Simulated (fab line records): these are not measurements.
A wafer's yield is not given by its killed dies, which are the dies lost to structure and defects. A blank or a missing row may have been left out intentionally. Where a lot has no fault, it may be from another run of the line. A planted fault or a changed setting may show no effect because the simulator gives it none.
fab line records	flow nand-harc
record: lots: 6	wafers: 18	last-day: 24
route steps=1159 shown THIN_TSV@1113 END@1159
lots untouched by any fault: they come from a run of this same line in which no faults occurred
start-h: the number of hours between the record's first day and the start of the first shown wafer of the lot	wait-h: hours since the lot's step before	" as in the row above	L1.1+2: a single row standing in for several wafers	- value missing, or start not given	* or withheld: withheld	< > ~ a bound
route shown NAME@n: NAME is a module with steps in the file, n the number in the route of the first one	usual: mean/standard deviation taken from wafers without a fault	same: alike in all rows	chamber/n: place in a boat	sites: each site's reading	_std_site: standard deviation of those values	_edge_site: the outer-site mean with the inner-site mean subtracted	radius-mm: for every site, how far away it sits from the centre of the wafer	mask NAME#n: copy n	behind: the last tool/chamber to shape the wafer	hold: what put the lot on hold/how long, in hours/how the hold closed	device: whichever transistor did not switch (one of n, p or np)	end of line: the route-end tests of the same wafers	for a step that has no rows: nothing shown but its recipe	killed: not the wafer's yield, but the dies lost to structure and defects at the first sort	map: shows each die of a wafer: x if killed, . if not, _ if none is there
set.NAME: the setting that was run; set.NAME@STEP: the one run at that earlier step	model.NAME: the simulator's own value behind a step, which no gauge read
certain route steps with their lots: each step a table, each wafer a row
services: the hour from which a tool's chamber was out of use, counted from the record's first day as start-h (under 0 if before that day), plus the number of hours and why
== steps ==
step: NHARC_THIN_TSV_EXPOSE_09
recipe: na: 0.55	dose-mj: 30.7	mask-id: TSV
step: NHARC_THIN_TSV_PEB_10
recipe: peb-temp-c: 118	peb-time-s: 85
step: NHARC_THIN_TSV_DEVELOP_11
recipe: time-s: 70
step: NHARC_THIN_TSV_CD_MEAS_12
recipe: target-cd-nm: 1000	landing-energy-ev: 500
usual: cd-nm: 1000.4/2.3
lot.wafer	tool	chamber	start-h	wait-h	cd-nm
L365.2	cd-sem-03	0	434.53	-	999.8
L365.3	"	0	"	"	1002.0
L365.5	"	0	"	"	999.4
L372.1	cd-sem-02	0	477.61	-	998.7
L372.3	"	0	"	"	997.7
L372.5	"	0	"	"	1000.6
L374.3	cd-sem-01	0	497.48	-	1001.3
L374.4	"	0	"	"	996.6
L374.6	"	0	"	"	998.5
L381.1	cd-sem-01	0	541.46	-	999.7
L381.5	"	0	"	"	998.6
L381.6	"	0	"	"	1000.8
L383.2	cd-sem-02	0	548.51	-	998.4
L383.4	"	0	"	"	998.0
L383.5	"	0	"	"	998.6
L384.3	cd-sem-02	0	554.11	-	1001.6
L384.4	"	0	"	"	1002.2
L384.5	"	0	"	"	1002.0
step: NHARC_THIN_TSV_HARDBAKE_13
recipe: temp-c: 125	time-s: 80
step: NHARC_THIN_TSV_DESCUM_14
recipe: time-s: 3	o2-flow-sccm: 200	ar-flow-sccm: 0	bias-power-w: 0	chemistry: O2
usual: drypump-motor-current-A: 5.6/0.49	oes-product-au: 1.002/0.012	rf-vpp-V: 57.8/0.89	showerhead-plenum-p-Torr: 1.90/0.099	throttle-valve-pct: 11.311/0.0085
lot.wafer	tool	chamber	start-h	wait-h	drypump-motor-current-A	oes-product-au	rf-hours-counter-h	rf-vpp-V	showerhead-plenum-p-Torr	throttle-valve-pct
L365.2	rie-diel-03	3	434.69	-	5.3	1.003	3	58.7	2.03	11.311
L365.3	"	0	"	"	5.6	0.991	3	57.0	1.78	11.326
L365.5	"	3	"	"	5.3	1.002	-	57.9	2.03	11.309
L372.3	rie-diel-03	2	477.78	-	5.9	1.018	6	58.3	2.00	11.315
L372.1	"	3	"	"	5.3	1.023	6	58.0	2.03	11.322
L372.5	"	1	"	"	6.1	0.988	-	56.9	1.81	11.324
L374.4	rie-diel-03	3	497.63	-	5.3	1.013	9	58.6	2.03	11.321
L374.3	"	0	"	"	5.6	0.996	8	57.7	1.78	11.308
L374.6	"	0	"	"	5.6	0.991	-	56.2	1.78	11.319
L381.1	rie-diel-01	0	541.62	-	5.1	1.017	6	55.5	1.78	11.304
L381.5	"	0	"	"	5.1	1.022	-	57.8	1.78	11.315
L381.6	"	1	"	"	5.5	0.978	-	58.0	1.87	11.328
L383.2	rie-diel-12	1	548.66	-	4.9	0.994	9	57.8	1.89	11.323
L383.4	"	2	"	"	5.5	0.987	10	56.6	2.02	11.314
L383.5	"	1	"	"	4.9	0.991	-	56.3	1.89	11.306
L384.3	rie-diel-03	0	554.28	-	5.6	1.014	13	56.0	1.78	11.299
L384.4	"	2	"	"	5.9	1.025	13	56.7	2.00	11.314
L384.5	"	0	"	"	5.6	1.008	-	56.4	1.78	11.294
step: NHARC_THIN_TSV_ETCH_44
recipe: target-depth-a: 15942	time-s: 797.1	cf4-flow-sccm: 150	o2-flow-sccm: 10	ar-flow-sccm: 0	rf-w: 300	bias-w: 800	chemistry: CF4/O2
usual: drypump-motor-current-A: 5.6/0.48	oes-product-au: 1.002/0.011	rf-vpp-V: 794/5.6	showerhead-plenum-p-Torr: 1.83/0.089	throttle-valve-pct: 16.914/0.009
lot.wafer	tool	chamber	start-h	wait-h	drypump-motor-current-A	oes-product-au	rf-hours-counter-h	rf-vpp-V	showerhead-plenum-p-Torr	throttle-valve-pct
L365.3	rie-diel-03	2	434.78	0.1	5.9	0.995	3	799	1.91	16.914
L365.2	"	1	"	"	6.1	0.998	3	788	1.74	16.903
L365.5	"	2	"	"	5.9	1.007	-	799	1.91	16.922
L372.3	rie-diel-03	0	477.91	0.1	5.6	1.005	7	786	1.71	16.901
L372.1	"	1	"	"	6.1	1.002	6	789	1.74	16.921
L372.5	"	0	"	"	5.6	0.999	-	787	1.71	16.909
L374.3	rie-diel-03	0	497.83	0.2	5.6	0.995	8	787	1.71	16.916
L374.4	"	1	"	"	6.1	0.995	8	788	1.74	16.926
L374.6	"	3	"	"	5.3	1.003	-	800	1.93	16.925
L381.1	rie-diel-01	2	541.76	0.1	4.9	1.004	5	799	1.89	16.912
L381.5	"	1	"	"	5.5	0.977	-	791	1.79	16.908
L381.6	"	2	"	"	4.9	1.008	-	800	1.89	16.903
L383.2	rie-diel-12	3	548.81	0.1	5.7	0.997	10	798	1.87	16.919
L383.4	"	0	"	"	5.0	1.021	10	797	1.90	16.926
L383.5	"	2	"	"	5.4	1.001	-	800	1.92	16.921
L384.3	rie-diel-03	0	554.36	0.1	5.6	0.998	13	785	1.71	16.908
L384.4	"	3	"	"	5.3	1.014	14	800	1.93	16.922
L384.5	"	1	"	"	6.1	0.988	-	787	1.74	16.910
step: NHARC_THIN_TSV_ETCH_15
recipe: target-depth-a: 30000	bosch-target-overetch-cycles: 2	bosch-etch-step-s: 2.8	bosch-dep-step-s: 1.2	bosch-cycles: 14
usual: drypump-motor-current-A: 5.7/0.41	he-backside-leak-sccm: 2.73/0.24
lot.wafer	tool	chamber	start-h	wait-h	drypump-motor-current-A	he-backside-leak-sccm	rf-hours-counter-h
L365.2	rie-si-01	1	435.36	-	6.1	2.42	1.3
L365.3	"	2	"	"	5.3	2.81	1.2
L365.5	"	0	"	"	5.8	2.65	-
L372.3	rie-si-01	3	478.45	-	6.3	2.58	1.6
L372.1	"	0	"	"	5.8	2.37	1.6
L372.5	"	2	"	"	5.4	2.90	-
L374.3	rie-si-01	2	498.29	-	5.3	2.82	0.1
L374.4	"	0	"	"	5.8	2.65	0.1
L374.6	"	2	"	"	5.3	2.79	-
L381.1	rie-si-01	1	542.28	-	6.1	2.34	0.5
L381.6	"	0	"	"	5.9	2.81	-
L381.5	"	1	"	"	6.2	2.35	-
L383.4	rie-si-01	0	549.33	-	5.8	3.05	0.6
L383.2	"	1	"	"	6.1	2.34	0.6
L383.5	"	3	"	"	6.3	2.61	-
L384.3	rie-si-04	0	554.94	-	5.1	3.07	0.7
L384.4	"	1	"	"	5.5	2.82	0.4
L384.5	"	0	"	"	5.1	2.99	-
step: NHARC_THIN_TSV_CD_MEAS_16
usual: cd-nm: 1000.6/2.4
lot.wafer	tool	chamber	start-h	wait-h	cd-nm
L365.2	cd-sem-02	-	435.49	0.1	999.2
L365.3	"	-	"	"	1000.5
L365.5	"	-	"	"	999.6
L372.1	cd-sem-01	-	478.57	0.1	998.8
L372.3	"	-	"	"	998.2
L372.5	"	-	"	"	1002.2
L374.3	cd-sem-03	-	498.44	0.1	1002.0
L374.4	"	-	"	"	996.4
L374.6	"	-	"	"	998.4
L381.1	cd-sem-02	-	542.42	0.1	999.5
L381.5	"	-	"	"	999.3
L381.6	"	-	"	"	1000.9
L383.2	cd-sem-03	-	549.48	0.1	998.3
L383.4	"	-	"	"	998.5
L383.5	"	-	"	"	999.1
L384.3	cd-sem-03	-	555.08	0.1	1002.1
L384.4	"	-	"	"	1002.0
L384.5	"	-	"	"	1000.4
step: NHARC_THIN_TSV_STRIP_45
recipe: power-w: 1500	temp-c: 250	chemistry: O2
usual: drypump-motor-current-A: 5.54/0.29	heater-power-w: 308/13
lot.wafer	tool	chamber	start-h	wait-h	drypump-motor-current-A	heater-power-w	rf-hours-counter-h
L365.2	plasma-asher-01	0	435.56	0.1	5.20	310	48
L365.3	"	1	"	"	5.70	318	-
L365.5	"	0	"	"	5.19	317	-
L372.1	plasma-asher-01	0	478.69	0.1	5.17	307	5
L372.3	"	0	"	"	5.17	309	-
L372.5	"	0	"	"	5.18	313	-
L374.3	plasma-asher-02	1	498.61	0.2	5.70	306	-
L374.4	"	0	"	"	5.99	279	-
L374.6	"	1	"	"	5.68	302	-
L381.1	plasma-asher-01	0	542.71	0.3	5.16	311	25
L381.5	"	0	"	"	5.18	299	-
L381.6	"	1	"	"	5.68	318	-
L383.2	plasma-asher-01	0	549.60	0.1	5.17	308	28
L383.4	"	0	"	"	5.18	310	-
L383.5	"	1	"	"	5.69	319	-
L384.3	plasma-asher-01	0	555.37	0.3	5.16	308	-
L384.4	"	1	"	"	5.70	318	-
L384.5	"	1	"	"	5.69	319	-
step: NHARC_THIN_TSV_STRIP_46
recipe: time-s: 1200	temp-c: 72.5	chemistry: post-etch-residue-remover
step: NHARC_THIN_TSV_DEP_47
recipe: target-thk-a: 2000	temp-c: withheld	pressure-torr: 6.5	rf-w: 900	teos-flow-sccm: 161.4	flow-sccm: 2650	target-thk-nm: 200	gas: O2	material: SiO2
step: NHARC_THIN_TSV_ETCHBACK_48
recipe: target-depth-a: 10285	over-etch-frac: 0.3	time-s: 405.17	ion-energy-ev: 250	c4f8-flow-sccm: withheld	ar-flow-sccm: withheld	rf-w: 600	bias-w: 300	chemistry: C4F8/Ar
usual: oes-product-au: 0.94/0.031	over-etch-frac: 0.3/0	rf-vpp-V: 547/3.6
lot.wafer	tool	chamber	start-h	wait-h	oes-product-au	over-etch-frac	rf-hours-counter-h	rf-vpp-V
L365.2	rie-diel-12	0	436.76	-	0.94	0.3	3	550
L365.3	"	3	"	"	0.92	0.3	4	548
L365.5	"	1	"	"	0.94	0.3	-	545
L372.3	rie-diel-12	0	479.93	-	0.94	0.27813	6	551
L372.1	"	1	"	"	0.93	0.27813	6	545
L372.5	"	2	"	"	0.90	0.27813	-	551
L374.3	rie-diel-12	3	499.74	-	0.92	0.27813	7	550
L374.4	"	0	"	"	0.93	0.27813	7	551
L374.6	"	3	"	"	0.92	0.27813	-	549
L381.1	rie-diel-03	2	543.99	-	0.95	0.3	12	550
L381.5	"	0	"	"	0.92	0.3	-	541
L381.6	"	1	"	"	0.91	0.3	-	543
L383.4	rie-diel-01	3	550.79	-	0.92	0.3	5	542
L383.2	"	0	"	"	0.94	0.3	6	541
L383.5	"	2	"	"	0.94	0.3	-	549
L384.3	rie-diel-03	1	556.55	-	0.92	0.3	12	543
L384.4	"	2	"	"	0.94	0.3	13	549
L384.5	"	0	"	"	0.93	0.3	-	541
step: NHARC_THIN_TSV_STRIP_62
recipe: power-w: 1500	temp-c: 250	time-s: 20	chemistry: N2/H2
usual: drypump-motor-current-A: 5.58/0.29	heater-power-w: 307/14
lot.wafer	tool	chamber	start-h	wait-h	drypump-motor-current-A	heater-power-w	rf-hours-counter-h
L365.2	plasma-asher-01	1	437.14	-	5.71	329	49
L365.3	"	1	"	"	5.71	320	-
L365.5	"	1	"	"	5.71	322	-
L372.1	plasma-asher-01	1	480.23	-	5.68	320	5
L372.3	"	0	"	"	5.19	310	-
L372.5	"	0	"	"	5.17	316	-
L374.3	plasma-asher-02	0	500.11	-	5.97	280	-
L374.4	"	1	"	"	5.65	310	-
L374.6	"	0	"	"	5.95	275	-
L381.1	plasma-asher-01	1	544.30	-	5.71	321	26
L381.6	"	0	"	"	5.19	309	-
L381.5	"	1	"	"	5.69	317	-
L383.2	plasma-asher-02	1	551.12	-	5.68	311	2
L383.4	"	1	"	"	5.70	307	-
L383.5	"	1	"	"	5.66	308	-
L384.4	plasma-asher-01	0	556.88	-	5.18	311	-
L384.3	"	1	"	"	5.68	319	-
L384.5	"	0	"	"	5.18	310	-
step: NHARC_END_SORT_01
recipe: temp-c: 25
usual: defect-limited-yield: 95.3/1.5	killed-at-array: 28/10	killed-at-other: 0.6/1.1	killed-at-periphery: 3.6/2.6	killed-dies: 32/10	killed-open: 3.3/1.8	killed-short: 1.9/1.4	sort_bin_2_pct: 1.5/0.61	sort_bin_3_pct: 0.27/0.2	sort_bin_4_pct: 3.0/1	sort-n-pass: 645/10	sort-rim-yield-pct: 97.3/1.9	sort-yield-pct: 95.3/1.5
same: gross-dies: 677	sort_bin_5_pct[%]: 0	sort_bin_6_pct[%]: 0	sort_bin_7_pct[%]: 0	sort_bin_8_pct[%]: 0	sort-rim-n-gross: 106.00
lot.wafer	tool	chamber	start-h	wait-h	defect-limited-yield[%]	killed-at-array	killed-at-other	killed-at-periphery	killed-dies	killed-open	killed-short	sort_bin_2_pct[%]	sort_bin_3_pct[%]	sort_bin_4_pct[%]	sort-n-pass	sort-rim-yield-pct[%]	sort-yield-pct[%]
L365.2	prober-02	0	450.17	2.8	95.3	28	0	4	32	3	1	1.0	0.30	3.4	645	96.2	95.3
L365.3	prober-02	0	450.98	3.1	96.9	17	0	4	21	2	2	1.3	0.44	1.3	656	100.0	96.9
L365.5	prober-02	0	452.60	3.7	94.5	32	1	4	37	4	2	2.2	0.15	3.1	640	99.1	94.5
L372.1	prober-01	0	492.53	2.5	97.6	12	1	3	16	4	2	0.9	0.15	1.3	661	96.2	97.6
L372.3	prober-01	0	494.12	3.1	97.5	14	1	2	17	1	2	0.9	0.30	1.3	660	100.0	97.5
L372.5	prober-01	0	495.71	3.7	96.2	19	3	4	26	5	0	1.2	0.44	2.2	651	94.3	96.2
L374.3	prober-02	0	515.35	3.1	95.3	28	2	2	32	2	0	0.9	0.30	3.5	645	95.3	95.3
L374.4	prober-02	0	516.16	3.4	95.0	30	0	4	34	1	2	1.8	0.30	3.0	643	100.0	95.0
L374.6	prober-02	0	517.77	4.0	94.8	28	1	6	35	2	2	1.3	0.30	3.5	642	99.1	94.8
L381.1	prober-01	0	555.04	2.5	91.0	51	4	6	61	3	2	2.5	0.44	6.1	616	97.2	91.0
L381.5	prober-01	0	558.26	3.7	92.9	46	0	2	48	1	1	1.9	0.59	4.6	629	93.4	92.9
L381.6	prober-01	0	559.07	4.0	93.1	45	1	1	47	2	0	1.5	0.44	5.0	630	99.1	93.1
L383.2	prober-02	0	564.25	2.8	93.5	39	2	3	44	1	8	2.5	0.44	3.5	633	100.0	93.5
L383.4	prober-02	0	565.88	3.4	93.5	41	0	3	44	5	2	1.8	0.44	4.3	633	97.2	93.5
L383.5	prober-02	0	566.69	3.8	95.1	31	0	2	33	3	2	1.3	0.15	3.4	644	97.2	95.1
L384.3	prober-02	0	572.92	3.1	93.2	38	0	8	46	4	5	2.5	0.44	3.8	631	95.3	93.2
L384.4	prober-02	0	573.72	3.4	93.2	36	1	9	46	3	0	2.7	0.30	3.8	631	94.3	93.2
L384.5	prober-02	0	574.52	3.7	92.2	45	0	8	53	3	2	3.4	0.15	4.3	624	97.2	92.2
killed by level:class
L365.2 A_CHANNEL_HOLE_D1:chamber-film-flake=10 A_STAIRCASE:chamber-film-flake=7 A_SLIT:chamber-film-flake=4 P_GATE:chamber-film-flake=2 A_ZERO_WELL:chamber-film-flake=2 A_CONTACT:chamber-film-flake=2 P_CONTACT:geometric-particle:open=1 A_ONON_D1:geometric-particle:short=1
L365.3 A_CHANNEL_HOLE_D1:chamber-film-flake=7 A_CONTACT:chamber-film-flake=3 A_STAIRCASE:chamber-film-flake=2 P_M0:geometric-particle:open=1 A_ONON_D1:geometric-particle:short=1 A_CONTACT:geometric-particle:short=1 A_M0:geometric-particle:open=1 P_ZERO_WELL:chamber-film-flake=1
L365.5 A_CHANNEL_HOLE_D1:chamber-film-flake=21 A_STAIRCASE:chamber-film-flake=4 P_GATE:chamber-film-flake=2 A_CONTACT:chamber-film-flake=2 P_CONTACT:geometric-particle:short=1 P_M0:geometric-particle:open=1 A_WL_FILL:geometric-particle:short=1 A_CONTACT:geometric-particle:open=1
L372.1 A_CHANNEL_HOLE_D1:chamber-film-flake=5 A_WL_FILL:geometric-particle:open=3 A_WL_FILL:geometric-particle:short=2 P_ZERO_WELL:chamber-film-flake=2 P_GATE:geometric-particle:open=1 A_STAIRCASE:chamber-film-flake=1 A_CONTACT:chamber-film-flake=1 THIN_TSV:chamber-film-flake=1
L372.3 A_CONTACT:chamber-film-flake=5 P_STI:chamber-film-flake=2 A_CHANNEL_HOLE_D1:chamber-film-flake=2 A_CHANNEL_FILL_D1:chamber-film-flake=2 A_SLIT:geometric-particle:open=1 A_CONTACT:geometric-particle:short=1 STARTING-WAFER:geometric-particle:short=1 A_ZERO_WELL:chamber-film-flake=1
L372.5 A_STAIRCASE:chamber-film-flake=4 A_SLIT:chamber-film-flake=4 P_ZERO_WELL:chamber-film-flake=3 A_CHANNEL_HOLE_D1:chamber-film-flake=3 THIN_TSV:chamber-film-flake=3 A_M0:geometric-particle:open=2 A_CONTACT:chamber-film-flake=2 A_ONON_D1:geometric-particle:open=1
L374.3 A_CHANNEL_HOLE_D1:chamber-film-flake=21 A_STAIRCASE:chamber-film-flake=3 P_GATE:chamber-film-flake=2 THIN_TSV:chamber-film-flake=2 A_WL_FILL:geometric-particle:open=1 A_M0:geometric-particle:open=1 A_CHANNEL_FILL_D1:chamber-film-flake=1 A_SLIT:chamber-film-flake=1
L374.4 A_CHANNEL_HOLE_D1:chamber-film-flake=19 P_GATE:chamber-film-flake=4 A_CHANNEL_FILL_D1:chamber-film-flake=3 A_STAIRCASE:chamber-film-flake=2 A_CONTACT:chamber-film-flake=2 A_SOURCE_PLATE:geometric-particle:short=1 A_ONON_D1:geometric-particle:short=1 A_STAIRCASE:geometric-particle:open=1
L374.6 A_CHANNEL_HOLE_D1:chamber-film-flake=24 P_CONTACT:geometric-particle:short=2 P_GATE:chamber-film-flake=2 P_M1:geometric-particle:open=1 A_CONTACT:geometric-particle:open=1 P_BONDPAD:chamber-film-flake=1 A_CHANNEL_FILL_D1:chamber-film-flake=1 A_STAIRCASE:chamber-film-flake=1
L381.1 A_CHANNEL_HOLE_D1:chamber-film-flake=21 A_SLIT:chamber-film-flake=15 A_STAIRCASE:chamber-film-flake=6 A_CONTACT:chamber-film-flake=5 THIN_TSV:chamber-film-flake=4 P_GATE:chamber-film-flake=2 P_CONTACT:chamber-film-flake=2 P_GATE:geometric-particle:open=1
L381.5 A_CHANNEL_HOLE_D1:chamber-film-flake=18 A_SLIT:chamber-film-flake=16 A_STAIRCASE:chamber-film-flake=8 P_M0:chamber-film-flake=2 A_CONTACT:chamber-film-flake=2 A_CHANNEL_FILL_D1:geometric-particle:short=1 A_WL_FILL:geometric-particle:open=1
L381.6 A_CHANNEL_HOLE_D1:chamber-film-flake=21 A_SLIT:chamber-film-flake=18 A_STAIRCASE:chamber-film-flake=2 A_CONTACT:chamber-film-flake=2 A_ONON_D1:geometric-particle:open=1 A_CONTACT:geometric-particle:open=1 P_GATE:chamber-film-flake=1 THIN_TSV:chamber-film-flake=1
L383.2 A_CHANNEL_HOLE_D1:chamber-film-flake=21 A_CONTACT:chamber-film-flake=6 A_CHANNEL_FILL_D1:geometric-particle:short=2 A_WL_FILL:geometric-particle:short=2 A_STAIRCASE:chamber-film-flake=2 A_WL_FILL:chamber-film-flake=2 P_STI:geometric-particle:short=1 P_M1:geometric-particle:open=1
L383.4 A_CHANNEL_HOLE_D1:chamber-film-flake=22 A_CONTACT:chamber-film-flake=5 A_ZERO_WELL:chamber-film-flake=4 A_WL_FILL:chamber-film-flake=3 A_CONTACT:geometric-particle:short=2 P_STI:geometric-particle:open=1 P_M1:geometric-particle:open=1 A_SGD_CUT:geometric-particle:open=1
L383.5 A_CHANNEL_HOLE_D1:chamber-film-flake=20 A_CONTACT:chamber-film-flake=4 A_STAIRCASE:chamber-film-flake=3 P_GATE:geometric-particle:open=1 P_M2:geometric-particle:open=1 A_CHANNEL_HOLE_D1:geometric-particle:short=1 A_WL_FILL:geometric-particle:short=1 A_CONTACT:geometric-particle:open=1
L384.3 A_SLIT:chamber-film-flake=20 A_CHANNEL_HOLE_D1:chamber-film-flake=9 P_M2:chamber-film-flake=4 A_WL_FILL:geometric-particle:open=3 A_CHANNEL_HOLE_D1:geometric-particle:short=2 P_STI:geometric-particle:short=1 P_GATE:chamber-film-flake=1 A_CHANNEL_FILL_D1:geometric-particle:short=1
L384.4 A_SLIT:chamber-film-flake=16 A_CHANNEL_HOLE_D1:chamber-film-flake=13 P_M2:chamber-film-flake=5 P_GATE:chamber-film-flake=3 A_STAIRCASE:chamber-film-flake=3 A_CONTACT:chamber-film-flake=3 P_M1:geometric-particle:open=1 A_WL_FILL:geometric-particle:open=1
L384.5 A_SLIT:chamber-film-flake=25 A_CHANNEL_HOLE_D1:chamber-film-flake=7 P_M2:chamber-film-flake=4 A_STAIRCASE:chamber-film-flake=4 A_CONTACT:chamber-film-flake=4 A_WL_FILL:chamber-film-flake=2 P_STI:geometric-particle:short=1 P_CONTACT:geometric-particle:open=1
== services ==
tool	chamber	start-h	hours	kind
rie-si-04	2	411.24	1.9	repair
rie-diel-03	0	425.80	-	clean
rie-diel-03	1	425.80	-	clean
rie-diel-03	2	425.80	-	clean
rie-diel-03	3	425.80	-	clean
rie-diel-12	-	433.03	2.9	repair
rie-diel-03	0	450.45	-	clean
rie-diel-03	1	450.45	-	clean
rie-diel-03	2	450.45	-	clean
rie-diel-03	3	450.45	-	clean
rie-si-04	-	453.00	9.0	pm
plasma-asher-01	-	453.70	9.0	pm
rie-si-04	-	466.65	0.3	repair
rie-diel-03	0	474.95	-	clean
rie-diel-03	1	474.95	-	clean
rie-si-01	-	481.00	9.0	pm
rie-si-04	-	488.56	0.2	repair
rie-diel-01	-	491.85	9.0	pm
rie-diel-03	1	500.00	7.3	repair
rie-si-04	1	507.94	39.8	repair
rie-diel-03	2	521.63	6.5	repair
plasma-asher-01	-	532.26	2.6	repair
plasma-asher-02	-	537.21	9.0	pm
rie-diel-12	-	556.47	9.0	pm
== key ==
first-sign: step: NHARC_THIN_TSV_ETCHBACK_48	reading: over-etch-frac	direction: down	sigmas: 99+	usual: 0.3	struck: 0.27813
effect none on later readings
met-at NHARC_THIN_TSV_ETCHBACK_48
struck-wafers L372.1,L372.3,L372.5,L374.3,L374.4,L374.6
onset-between 436.76 479.93
fault: kind: process-parameter-drift	tool: rie-diel-12	chamber: -	onset-h: 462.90	steps: NHARC_THIN_TSV_ETCHBACK_48	channel: over-etch-frac	offset: -0.021874	shape: step	end-h: 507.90	acts-in: these-recipes-only	stated: 0.3
